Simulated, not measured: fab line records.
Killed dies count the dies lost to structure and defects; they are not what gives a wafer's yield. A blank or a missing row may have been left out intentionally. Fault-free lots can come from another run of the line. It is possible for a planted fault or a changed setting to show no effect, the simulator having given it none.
8D (eight disciplines) problem report, filled in by code | flow nandHarc | the parts of the form that need people (team, actions taken, sign-off) are left out

## 1. THE PROBLEM
Wafers without a fault read 348.2 W, standard deviation 1.2; rfFwdPowerW at NHARC_A_CHANNEL_HOLE_D1_DEP_01 reads a mean of 292.2 W on 6 wafers belonging to 2 lots. Measured from the usual mean, that is -47 standard deviations.
The step: deposits SiON, target thk 140 nm.
The first sign was on wafer L796.1 at day 15 09:32, on pecvd-04. The record holds 36 wafers of 12 lots with a number at this step. By rule, "out" or "out of limits" means more than 4 standard deviations away from the usual mean. Any other wafer with a number is counted as sound.

## 2. WHAT IT IS; WHAT IT IS NOT
question                    | is                     | is not
which readings at this step | rfFwdPowerW            | -
which lots                  | L796, L797             | L779, L780, L788, L789, L790, L791, L793, L795, L798, L802
which wafers of those lots  | all that have a number | -
read on which tools         | pecvd-04               | pecvd-02, pecvd-03
when                        | from day 15 09:32      | up to then (24 sound wafers); but 6 sound wafers of L798, L802 came after

## 3. WHAT RULES OUT EACH SUSPECT
Counting: a tool at a process step up to the reading stays a suspect if it ran every lot that is out and no sound lot after the first of them.
- pecvd-04 at NHARC_A_CHANNEL_HOLE_D1_DEP_01 (deposits SiON, target thk 140 nm): kept. It ran every lot that is out, first L796 (day 15 09:32), and no sound lot after that; its last sound lot up to then is L795 (day 14 22:23). Its own rfFwdPowerW readings are out on those wafers.
Left after counting: pecvd-04 at NHARC_A_CHANNEL_HOLE_D1_DEP_01.

## 4. THE CAUSE (what the simulator had put in)
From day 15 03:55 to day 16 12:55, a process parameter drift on pecvd-04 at NHARC_A_CHANNEL_HOLE_D1_DEP_01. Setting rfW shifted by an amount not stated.
The count eliminated every tool but this one.

## 5. SEQUENCE OF EFFECTS, ordered by route
One row per reading whose mean, taken over the struck wafers that have a number, lies over 3 standard deviations from the usual. Readings are gone through only where the record gives a usual standard deviation; hours: the median, over the lots, of the time from a lot's start at the first step in this table giving one to that lot's start at this step; sigmas: the change measured in usual standard deviations.
hours | step                           | reading     | usual   | on struck wafers | change | sigmas
0     | NHARC_A_CHANNEL_HOLE_D1_DEP_01 | rfFwdPowerW | 348.2 W | 292.2            | -56.0  | -47
Its process steps:
- NHARC_A_CHANNEL_HOLE_D1_DEP_01: deposits SiON, target thk 140 nm.

## 6. HOW IT WOULD HAVE BEEN CAUGHT EARLIER
First out-of-limits reading in this record: day 15 09:32, which is 6 hours after fault onset at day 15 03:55.
